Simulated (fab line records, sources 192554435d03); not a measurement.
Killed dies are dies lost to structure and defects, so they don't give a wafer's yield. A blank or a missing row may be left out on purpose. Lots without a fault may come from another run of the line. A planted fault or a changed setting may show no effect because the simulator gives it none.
fab line records | flow n5_finfet
record lots=7 wafers=21
route steps=1938 shown BEOL_M2@846 BEOL_M3@931 BEOL_M5@1116 BEOL_M6@1198
start_h: hours from the record's first day to the start of the lot's first wafer shown | wait_h: hours since the lot's step before | " the same as in the row above | L1.1+2: a row that stands for several wafers | - no value, or no start given | * or withheld: withheld | < > ~ a bound
route shown NAME@n: a module of which the file shows steps, and the number in the route of the first | usual: mean/standard deviation of fault-free wafers | same: alike in all rows | chamber/n: place in a boat | sites: the reading at each site | _std_site: their standard deviation | _edge_site: outer sites' mean less inner sites' | radius_mm: how far each site lies from the wafer's centre | mask NAME#n: copy n | behind: the tool/chamber that last shaped the wafer | hold: why the lot was held/for how many hours/how that ended | device: the transistor (n, p or np) that didn't switch | end of line: the same wafers' tests at the end of the route | a step without rows: its recipe alone | killed: dies lost to structure and defects at the first sort, not the wafer's yield | map: a wafer's dies, x killed, . not, _ none there
set.NAME: the setting as run; set.NAME@STEP: as run at that earlier step | model.NAME: the simulator's own value behind a step, which no gauge read
lots whose settings were changed on purpose; a table a step, a row a wafer
## steps
# step N5_BEOL_M2_COAT_62
# recipe resist=SiARC temp_c=220 time_s=60 spin_rpm=1500 resist_thk_nm=12
# columns lot.wafer tool chamber start_h wait_h set.spin_rpm model.SiARC_of_BEOL_M2_COAT_62.thk_nm
L078.1+5+6 litho_track-04 0 - - 1500 12
L084.4+5+6 litho_track-01 0 - - 1500 12
L085.4 litho_track-02 0 - - 1635 11.6
L085.5+6 " 0 " " 1635 11.4
L087.3+5+6 litho_track-02 0 - - 1500 12
L089.1+2+4 litho_track-02 0 - - 1500 12
L094.1+5 litho_track-02 0 - - 1500 12
L094.4 " 0 " " 1636 11.6
L097.1 litho_track-01 0 - - 1500 12
L097.2+6 " 0 " " 1432 12.2
# step N5_BEOL_M2_COAT_73
# recipe resist=underlayer temp_c=205 time_s=60 spin_rpm=1500 resist_thk_nm=5
# step N5_BEOL_M2_COAT_05
# recipe resist=CAR-EUV spin_rpm=1500 resist_thk_nm=30
# step N5_BEOL_M2_DESCUM_16
# recipe chemistry=O2 time_s=7 source_power_w=50 bias_power_w=20 pressure_mtorr=20 rf_frequency_hz=2.712e+07 temp_c=40 resist=CAR-EUV o2_flow_sccm=225
# step N5_BEOL_M2_ETCH_74
# recipe chemistry=N2/H2 target=underlayer target_depth_a=65 mask_material=CAR-EUV time_s=5.2 ion_energy_ev=200 pressure_mtorr=30 source_w=840 bias_w=150 n2_flow_sccm=200 h2_flow_sccm=200 ends=cleared
# step N5_BEOL_M2_ETCH_63
# recipe chemistry=CF4 target=SiARC target_depth_a=156 mask_material=CAR-EUV time_s=26 ion_energy_ev=80 pressure_mtorr=40 source_w=545 bias_w=36 Ar_flow_sccm=100 cf4_flow_sccm=100 ends=cleared
# columns lot.wafer tool chamber start_h wait_h set.spin_rpm@BEOL_M2_COAT_62 model.etch.depth_nm
L078.1 rie_diel-01 1 160.17 0.0 1500 11.92
L078.5 " 3 " " 1500 11.98
L078.6 " 2 " " 1500 11.95
L084.4+5 rie_diel-03 2,0 189.78 0.0 1500 12.03
L084.6 " 3 " " 1500 12.02
L085.4 rie_diel-03 1 202.11 0.0 1635 11.54
L085.5 " 2 " " 1635 11.49
L085.6 " 1 " " 1635 11.47
L087.3 rie_diel-03 3 208.92 0.0 1500 11.96
L087.5 " 0 " " 1500 11.99
L087.6 " 1 " " 1500 11.97
L089.1 rie_diel-01 1 221.60 0.0 1500 11.96
L089.2 " 0 " " 1500 11.94
L089.4 " 2 " " 1500 11.92
L094.1 rie_diel-01 1 256.14 0.0 1500 12
L094.4 " 3 " " 1636 11.54
L094.5 " 3 " " 1500 12.01
L097.1 rie_diel-01 0 269.93 0.0 1500 12.03
L097.2+6 " 1,3 " " 1432 12.29
# step N5_BEOL_M2_ETCH_64
# recipe chemistry=N2/H2 target=SOC target_depth_a=750 overetch_a=225 mask_material=SiARC temp_c=40 time_s=121.9 ion_energy_ev=200 pressure_mtorr=30 source_w=840 bias_w=150 n2_flow_sccm=200 h2_flow_sccm=200
# step N5_BEOL_M2_STRIP_65
# recipe chemistry=N2/H2 temp_c=40 n2_flow_sccm=200 h2_flow_sccm=200 rf_frequency_hz=6e+07
# step N5_BEOL_M2_STRIP_75
# recipe chemistry=N2/H2 temp_c=40 n2_flow_sccm=200 h2_flow_sccm=200 rf_frequency_hz=6e+07
# step N5_BEOL_M2_STRIP_66
# recipe chemistry=CF4 resist=SiARC power_w=300 bias_power_w=75 pressure_mtorr=50 cf4_flow_sccm=150 rf_frequency_hz=6e+07
# step N5_BEOL_M2_HM_OPEN_17
# recipe chemistry=Cl2/BCl3 target_depth_a=200 overetch_a=60 target=TiN mask_material=SOC ion_energy_ev=150 pressure_mtorr=10 icp_w=1000 bias_w=126 Cl2_flow_sccm=53.25 bcl3_flow_sccm=21.75 Ar_flow_sccm=25
# columns lot.wafer tool chamber start_h wait_h set.target_thk_a@BEOL_M2_HM_DEP_02 model.etch.depth_nm
L078.1 rie_metal-01 0 160.37 0.0 200 20.08
L078.5 " 1 " " 200 20.09
L078.6 " 0 " " 200 19.75
L084.4 rie_metal-01 0 189.99 0.1 200 19.5
L084.5 " 0 " " 183.9 17.89
L084.6 " 1 " " 200 20.25
L085.4 rie_metal-01 0 202.35 0.1 200 19.67
L085.5 " 0 " " 191.8 18.57
L085.6 " 1 " " 200 19.71
L087.3 rie_metal-02 0 209.15 0.1 200 19.54
L087.5 " 1 " " 200 19.7
L087.6 " 0 " " 222.6 22.18
L089.1 rie_metal-01 0 221.80 0.0 200 19.79
L089.2 " 1 " " 200 19.71
L089.4 " 0 " " 200 19.66
L094.1 rie_metal-01 0 256.34 0.0 200 20.29
L094.4 " 0 " " 200 20.28
L094.5 " 1 " " 200 20.49
L097.1 rie_metal-02 1 270.13 0.0 218.8 21.85
L097.2 " 0 " " 218.8 22.14
L097.6 " 1 " " 200 20.39
# step N5_BEOL_M2_STRIP_19
# recipe chemistry=O2 power_w=400 temp_c=40 pressure_mtorr=30 rf_frequency_hz=6e+07 bias_power_w=0 overash_fraction=0.2 o2_flow_sccm=225
# step N5_BEOL_M2_STRIP_83
# recipe chemistry=C4F6/O2 resist=SiARC rf_frequency_hz=6e+07
# step N5_BEOL_M2_STRIP_36
# recipe chemistry=N2/H2 power_w=450 temp_c=40 pressure_mtorr=20 rf_frequency_hz=6e+07 overash_fraction=0.3 bias_power_w=7 h2_frac=0.5 n2_flow_sccm=200 h2_flow_sccm=200
# step N5_BEOL_M2_TRENCH_ETCH_37
# recipe chemistry=C4F6/O2 target_depth_a=555.55 target=SiOC time_s=29.2 ion_energy_ev=250 pressure_mtorr=30 source_w=355 bias_w=185 Ar_flow_sccm=300 C4F6_flow_sccm=10 O2_flow_sccm=10
# columns lot.wafer tool chamber start_h wait_h set.target_thk_a@BEOL_M2_HM_DEP_02 model.TiN_of_BEOL_M2_HM_DEP_02.thk_nm
L078.1+5 rie_diel-03 3,0 - - 200 17.8
L078.6 " 3 " " 200 17.4
L084.4 rie_diel-01 1 - - 200 17.2
L084.5 " 2 " " 183.9 15.6
L084.6 " 3 " " 200 17.8
L085.4+6 rie_diel-03 2 - - 200 17.2
L085.5 " 1 " " 191.8 16
L087.3+5 rie_diel-03 0 - - 200 17.4
L087.6 " 3 " " 222.6 19.8
L089.1+2 rie_diel-03 1,2 - - 200 17.2
L089.4 " 3 " " 200 17.4
L094.1+4 rie_diel-04 0,3 - - 200 18
L094.5 " 0 " " 200 18.2
L097.1 rie_diel-01 2 - - 218.8 19.6
L097.2 " 0 " " 218.8 19.8
L097.6 " 1 " " 200 18
# step N5_BEOL_M3_ILD_DEP_00
# recipe material=SiOC target_thk_a=790 temp_c=350 precursor=DEMS/O2 pressure_torr=5 rf_w=500 time_s=15.3
# columns lot.wafer tool chamber start_h wait_h set.time_s model.SiOC_of_BEOL_M3_ILD_DEP_00.thk_nm
L078.1 pecvd-02 2 169.78 0.0 15.3 77.2
L078.5 " 1 " " 15.3 80.2
L078.6 " 2 " " 15.3 78.6
L084.4 pecvd-04 2 197.71 0.1 15.3 79.8
L084.5 " 0 " " 15.3 79
L084.6 " 1 " " 13.76 71.8
L085.4 pecvd-02 2 211.22 0.1 14.03 71.2
L085.5 " 1 " " 14.03 74
L085.6 " 0 " " 15.3 78
L087.3 pecvd-02 2 223.69 0.0 15.3 77.4
L087.5 " 1 " " 15.3 79.4
L087.6 " 0 " " 15.3 78
L089.1 pecvd-02 0 231.73 0.0 15.3 77.8
L089.2 " 1 " " 15.3 77.6
L089.4 " 2 " " 16.43 84.4
L094.1 pecvd-01 1 269.85 0.0 15.3 78.2
L094.4+5 " 1,0 " " 13.02 68.2
L097.1 pecvd-02 0 279.97 0.0 14.12 72.8
L097.2 " 2 " " 15.3 77.8
L097.6 " 1 " " 14.12 72.6
# step N5_BEOL_M3_THK_MEAS_01
# recipe reads=SiOC_of_BEOL_M3_ILD_DEP_00
# usual M3_ILD_THK=78.5/1.1
# columns lot.wafer tool chamber start_h wait_h set.time_s@BEOL_M3_ILD_DEP_00 M3_ILD_THK[nm]
L078.1 film_metro-02 - 169.84 0.0 15.3 77.2
L078.5 " - " " 15.3 80.2
L078.6 " - " " 15.3 78.5
L084.4 film_metro-01 - 197.76 0.0 15.3 79.9
L084.5 " - " " 15.3 79.1
L084.6 " - " " 13.76 71.8
L085.4 film_metro-02 - 211.27 0.0 14.03 71.3
L085.5 " - " " 14.03 74.1
L085.6 " - " " 15.3 78.1
L087.3 film_metro-01 - 223.76 0.1 15.3 77.4
L087.5 " - " " 15.3 79.3
L087.6 " - " " 15.3 78.0
L089.1 film_metro-01 - 231.80 0.0 15.3 77.8
L089.2 " - " " 15.3 77.6
L089.4 " - " " 16.43 84.4
L094.1 film_metro-02 - 269.94 0.1 15.3 78.3
L094.4 " - " " 13.02 68.2
L094.5 " - " " 13.02 68.3
L097.1 film_metro-02 - 280.04 0.0 14.12 72.9
L097.2 " - " " 15.3 77.8
L097.6 " - " " 14.12 72.7
# step N5_BEOL_M3_HM_DEP_02
# recipe material=TiN target_thk_a=200 temp_c=25 chamber_pressure_pa=0.49996
# columns lot.wafer tool chamber start_h wait_h set.target_thk_a model.TiN_of_BEOL_M3_HM_DEP_02.thk_nm
L078.1+5 pvd_sputter-01 - 169.94 0.0 200 20.2
L078.6 " - " " 200 20.4
L084.4 pvd_sputter-02 - 199.53 1.7 224.3 21.6
L084.5 " - " " 200 20
L084.6 " - " " 200 18.8
L085.4+6 pvd_sputter-03 - 212.07 0.7 200 20.2
L085.5 " - " " 219.5 22
L087.3 pvd_sputter-02 - 223.89 0.1 200 20.4
L087.5 " - " " 200 19.4
L087.6 " - " " 200 19.8
L089.1 pvd_sputter-01 - 231.96 0.1 200 20.2
L089.2 " - " " 200 20
L089.4 " - " " 189.2 18.6
L094.1 pvd_sputter-02 - 270.08 0.1 200 19.8
L094.4+5 " - " " 212 21
L097.1 pvd_sputter-03 - 280.54 0.4 222.1 22
L097.2+6 " - " " 200 20
# step N5_BEOL_M3_COAT_61
# recipe resist=SOC temp_c=250 time_s=60 spin_rpm=1500 resist_thk_nm=60
# step N5_BEOL_M3_COAT_62
# recipe resist=SiARC temp_c=220 time_s=60 spin_rpm=1500 resist_thk_nm=12
# step N5_BEOL_M3_STRIP_75
# recipe chemistry=N2/H2 temp_c=40 n2_flow_sccm=200 h2_flow_sccm=200 rf_frequency_hz=6e+07
# step N5_BEOL_M3_STRIP_66
# recipe chemistry=CF4 resist=SiARC power_w=300 bias_power_w=75 pressure_mtorr=50 cf4_flow_sccm=150 rf_frequency_hz=6e+07
# step N5_BEOL_M3_HM_OPEN_17
# recipe chemistry=Cl2/BCl3 target_depth_a=200 overetch_a=60 target=TiN mask_material=SOC ion_energy_ev=150 pressure_mtorr=10 icp_w=1000 bias_w=126 Cl2_flow_sccm=53.25 bcl3_flow_sccm=21.75 Ar_flow_sccm=25
# columns lot.wafer tool chamber start_h wait_h set.target_thk_a@BEOL_M3_HM_DEP_02 model.etch.depth_nm
L078.1 rie_metal-03 0 170.70 0.0 200 20.17
L078.5 " 0 " " 200 20.3
L078.6 " 1 " " 200 20.41
L084.4 rie_metal-03 0 200.45 0.1 224.3 21.63
L084.5 " 1 " " 200 19.95
L084.6 " 0 " " 200 18.88
L085.4 rie_metal-03 1 212.86 0.1 200 20.17
L085.5 " 0 " " 219.5 22.01
L085.6 " 1 " " 200 20.12
L087.3 rie_metal-02 1 224.68 0.1 200 20.33
L087.5 " 0 " " 200 19.38
L087.6 " 1 " " 200 19.81
L089.1 rie_metal-02 1 232.85 0.0 200 20.24
L089.2 " 0 " " 200 19.97
L089.4 " 1 " " 189.2 18.5
L094.1 rie_metal-03 1 271.01 0.0 200 19.81
L094.4 " 0 " " 212 20.93
L094.5 " 0 " " 212 20.97
L097.1 rie_metal-02 0 281.30 0.0 222.1 22.08
L097.2 " 1 " " 200 20.06
L097.6 " 0 " " 200 19.99
# step N5_BEOL_M3_STRIP_19
# recipe chemistry=O2 power_w=400 temp_c=40 pressure_mtorr=30 rf_frequency_hz=6e+07 bias_power_w=0 overash_fraction=0.2 o2_flow_sccm=225
# step N5_BEOL_M3_STRIP_83
# recipe chemistry=C4F6/O2 resist=SiARC rf_frequency_hz=6e+07
# step N5_BEOL_M3_STRIP_36
# recipe chemistry=N2/H2 power_w=450 temp_c=40 pressure_mtorr=20 rf_frequency_hz=6e+07 overash_fraction=0.3 bias_power_w=7 h2_frac=0.5 n2_flow_sccm=200 h2_flow_sccm=200
# step N5_BEOL_M3_TRENCH_ETCH_37
# recipe chemistry=C4F6/O2 target_depth_a=555.55 target=SiOC time_s=29.2 ion_energy_ev=250 pressure_mtorr=30 source_w=355 bias_w=185 Ar_flow_sccm=300 C4F6_flow_sccm=10 O2_flow_sccm=10
# columns lot.wafer tool chamber start_h wait_h set.target_thk_a@BEOL_M3_HM_DEP_02 model.TiN_of_BEOL_M3_HM_DEP_02.thk_nm
L078.1+5+6 rie_diel-02 2,1,0 - - 200 18
L084.4 rie_diel-06 1 - - 224.3 19.4
L084.5 " 1 " " 200 17.8
L084.6 " 2 " " 200 16.4
L085.4 rie_diel-02 3 - - 200 18
L085.5 " 2 " " 219.5 19.8
L085.6 " 1 " " 200 17.8
L087.3 rie_diel-06 1 - - 200 18
L087.5 " 2 " " 200 17
L087.6 " 3 " " 200 17.4
L089.1+2 rie_diel-06 0,1 - - 200 17.8
L089.4 " 2 " " 189.2 16
L094.1 rie_diel-06 0 - - 200 17.6
L094.4+5 " 1,0 " " 212 18.6
L097.1 rie_diel-06 1 - - 222.1 19.8
L097.2+6 " 3,1 " " 200 17.8
# step N5_BEOL_M5_HM_DEP_02
# recipe material=TiN target_thk_a=200 temp_c=25 chamber_pressure_pa=0.49996
# columns lot.wafer tool chamber start_h wait_h set.target_thk_a model.TiN_of_BEOL_M5_HM_DEP_02.thk_nm
L078.1 pvd_sputter-03 - 191.98 0.0 200 19.8
L078.5 " - " " 200 19.6
L078.6 " - " " 200 20
L084.4 pvd_sputter-02 - 227.27 1.4 200 20.4
L084.5 " - " " 200 20.6
L084.6 " - " " 200 20.2
L085.4+5 pvd_sputter-03 - 230.57 1.2 189.5 18.8
L085.6 " - " " 200 20.2
L087.3+5 pvd_sputter-01 - 247.40 0.9 200 19.4
L087.6 " - " " 200 19.6
L089.1 pvd_sputter-03 - 254.59 1.5 200 20.2
L089.2 " - " " 188.9 19
L089.4 " - " " 200 20.6
L094.1 pvd_sputter-02 - 288.28 1.2 200 21.2
L094.4 " - " " 214.2 22.2
L094.5 " - " " 214.2 22
L097.1 pvd_sputter-01 - 304.25 1.9 224 22
L097.2 " - " " 224 22.4
L097.6 " - " " 200 20
# step N5_BEOL_M5_COAT_05
# recipe resist=CAR-EUV spin_rpm=1500 resist_thk_nm=30
# columns lot.wafer tool chamber start_h wait_h set.spin_rpm model.CAR-EUV_of_BEOL_M5_COAT_05.thk_nm
L078.1+5+6 litho_track-04 0 - - 1500 30
L084.4 litho_track-01 0 - - 1454 30.6
L084.5 " 0 " " 1454 30.8
L084.6 " 0 " " 1500 30
L085.4 litho_track-01 0 - - 1427 30.8
L085.5 " 0 " " 1500 30.2
L085.6 " 0 " " 1427 31
L087.3+6 litho_track-04 0 - - 1366 31.6
L087.5 " 0 " " 1500 30
L089.1+4 litho_track-01 0 - - 1629 28.8
L089.2 " 0 " " 1500 30
L094.1+4 litho_track-01 0 - - 1572 29.2
L094.5 " 0 " " 1500 30
L097.1 litho_track-01 0 - - 1500 29.8
L097.2+6 " 0 " " 1500 30
# step N5_BEOL_M5_EBR_07
# recipe solvent=PGMEA ebr_width_mm=1.5
# step N5_BEOL_M5_SOFTBAKE_06
# recipe temp_c=110 time_s=60 resist=CAR-EUV
# step N5_BEOL_M5_STRIP_73
# recipe chemistry=N2/H2 temp_c=40 n2_flow_sccm=200 h2_flow_sccm=200 rf_frequency_hz=6e+07
# step N5_BEOL_M5_STRIP_64
# recipe chemistry=CF4 resist=SiARC power_w=300 bias_power_w=75 pressure_mtorr=50 cf4_flow_sccm=150 rf_frequency_hz=6e+07
# step N5_BEOL_M5_HM_OPEN_17
# recipe chemistry=Cl2/BCl3 target_depth_a=200 overetch_a=60 target=TiN mask_material=SOC ion_energy_ev=150 pressure_mtorr=10 icp_w=1000 bias_w=126 Cl2_flow_sccm=53.25 bcl3_flow_sccm=21.75 Ar_flow_sccm=25
# columns lot.wafer tool chamber start_h wait_h set.target_thk_a@BEOL_M5_HM_DEP_02 model.etch.depth_nm
L078.1 rie_metal-03 0 192.88 0.0 200 19.73
L078.5 " 0 " " 200 19.53
L078.6 " 1 " " 200 19.98
L084.4 rie_metal-01 1 228.11 0.1 200 20.47
L084.5 " 0 " " 200 20.51
L084.6 " 1 " " 200 20.26
L085.4 rie_metal-01 0 231.61 0.1 189.5 18.8
L085.5 " 0 " " 189.5 18.72
L085.6 " 1 " " 200 20.27
L087.3 rie_metal-01 0 248.59 0.1 200 19.47
L087.5 " 0 " " 200 19.39
L087.6 " 1 " " 200 19.66
L089.1 rie_metal-02 0 255.48 0.0 200 20.29
L089.2 " 1 " " 188.9 18.95
L089.4 " 0 " " 200 20.5
L094.1 rie_metal-03 0 289.68 0.0 200 21.23
L094.4 " 1 " " 214.2 22.16
L094.5 " 0 " " 214.2 22.03
L097.1 rie_metal-02 1 305.12 0.0 224 22
L097.2 " 1 " " 224 22.31
L097.6 " 1 " " 200 20.03
# step N5_BEOL_M5_STRIP_19
# recipe chemistry=O2 power_w=400 temp_c=40 pressure_mtorr=30 rf_frequency_hz=6e+07 bias_power_w=0 overash_fraction=0.2 o2_flow_sccm=225
# step N5_BEOL_M5_STRIP_85
# recipe chemistry=C4F6/O2 resist=SiARC rf_frequency_hz=6e+07
# step N5_BEOL_M5_STRIP_36
# recipe chemistry=N2/H2 power_w=450 temp_c=40 pressure_mtorr=20 rf_frequency_hz=6e+07 overash_fraction=0.3 bias_power_w=7 h2_frac=0.5 n2_flow_sccm=200 h2_flow_sccm=200
# step N5_BEOL_M5_TRENCH_ETCH_37
# recipe chemistry=C4F6/O2 target_depth_a=716.52 target=SiCOH_lowk time_s=24.7 ion_energy_ev=250 pressure_mtorr=30 source_w=345 bias_w=185 Ar_flow_sccm=300 C4F6_flow_sccm=10 O2_flow_sccm=10
# columns lot.wafer tool chamber start_h wait_h set.target_thk_a@BEOL_M5_HM_DEP_02 model.TiN_of_BEOL_M5_HM_DEP_02.thk_nm
L078.1 rie_diel-05 0 - - 200 17.6
L078.5 " 3 " " 200 17.4
L078.6 " 2 " " 200 17.8
L084.4+5 rie_diel-05 2,3 - - 200 18.4
L084.6 " 2 " " 200 18.2
L085.4 rie_diel-05 0 - - 189.5 16.8
L085.5 " 0 " " 189.5 16.6
L085.6 " 3 " " 200 18.2
L087.3+5 rie_diel-05 0,1 - - 200 17.4
L087.6 " 2 " " 200 17.6
L089.1 rie_diel-05 0 - - 200 18.2
L089.2 " 1 " " 188.9 17
L089.4 " 3 " " 200 18.4
L094.1 rie_diel-02 3 - - 200 19.2
L094.4+5 " 0,1 " " 214.2 20
L097.1 rie_diel-02 0 - - 224 19.8
L097.2 " 1 " " 224 20.2
L097.6 " 0 " " 200 18
# step N5_BEOL_M6_HM_DEP_02
# recipe material=TiN target_thk_a=200 temp_c=25 chamber_pressure_pa=0.49996
# columns lot.wafer tool chamber start_h wait_h set.target_thk_a model.TiN_of_BEOL_M6_HM_DEP_02.thk_nm
L078.1+6 pvd_sputter-03 - 203.30 1.3 200 20.2
L078.5 " - " " 200 20.4
L084.4 pvd_sputter-03 - 238.08 0.9 209 20.6
L084.5+6 " - " " 200 19.6
L085.4+5+6 pvd_sputter-01 - 243.83 0.5 200 20
L087.3+5 pvd_sputter-01 - 259.13 1.4 200 19.8
L087.6 " - " " 209.8 20.8
L089.1 pvd_sputter-03 - 266.58 0.5 200 19.8
L089.2+4 " - " " 200 20
L094.1 pvd_sputter-02 - 299.70 0.6 200 20.2
L094.4 " - " " 180 18.2
L094.5 " - " " 180 18.4
L097.1+2 pvd_sputter-02 - 315.02 0.4 200 20.2
L097.6 " - " " 211.6 22
## key
split step=N5_BEOL_M2_COAT_62 setting=spin_rpm stated=1500 by=wafer
response step=N5_BEOL_M2_COAT_62 reading=model.SiARC_of_BEOL_M2_COAT_62.thk_nm change=-0.0441 per=1% r=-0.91
response step=N5_BEOL_M2_ETCH_63 reading=model.etch.depth_nm change=-0.0531 per=1% r=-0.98
split step=N5_BEOL_M3_ILD_DEP_00 setting=time_s stated=15.3 by=wafer
response step=N5_BEOL_M3_ILD_DEP_00 reading=model.SiOC_of_BEOL_M3_ILD_DEP_00.thk_nm change=+0.709 per=1% r=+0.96
response step=N5_BEOL_M3_THK_MEAS_01 reading=M3_ILD_THK change=+0.712 per=1% r=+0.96
split step=N5_BEOL_M3_HM_DEP_02 setting=target_thk_a stated=200 by=wafer
response step=N5_BEOL_M3_HM_DEP_02 reading=model.TiN_of_BEOL_M3_HM_DEP_02.thk_nm change=+0.19 per=1% r=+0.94
response step=N5_BEOL_M3_HM_OPEN_17 reading=model.etch.depth_nm change=+0.193 per=1% r=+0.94
response step=N5_BEOL_M3_TRENCH_ETCH_37 reading=model.TiN_of_BEOL_M3_HM_DEP_02.thk_nm change=+0.196 per=1% r=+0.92
split step=N5_BEOL_M5_HM_DEP_02 setting=target_thk_a stated=200 by=wafer
response step=N5_BEOL_M5_HM_DEP_02 reading=model.TiN_of_BEOL_M5_HM_DEP_02.thk_nm change=+0.19 per=1% r=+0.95
response step=N5_BEOL_M5_HM_OPEN_17 reading=model.etch.depth_nm change=+0.188 per=1% r=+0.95
response step=N5_BEOL_M5_TRENCH_ETCH_37 reading=model.TiN_of_BEOL_M5_HM_DEP_02.thk_nm change=+0.177 per=1% r=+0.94
split step=N5_BEOL_M5_COAT_05 setting=spin_rpm stated=1500 by=wafer
response step=N5_BEOL_M5_COAT_05 reading=model.CAR-EUV_of_BEOL_M5_COAT_05.thk_nm change=-0.162 per=1% r=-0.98
split step=N5_BEOL_M6_HM_DEP_02 setting=target_thk_a stated=200 by=wafer
response step=N5_BEOL_M6_HM_DEP_02 reading=model.TiN_of_BEOL_M6_HM_DEP_02.thk_nm change=+0.218 per=1% r=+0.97
split outside_this_file step=N5_BEOL_M2_HM_DEP_02 setting=target_thk_a
# split outside_this_file: this setting was split too, and the file shows its column; the key of that split is in another file
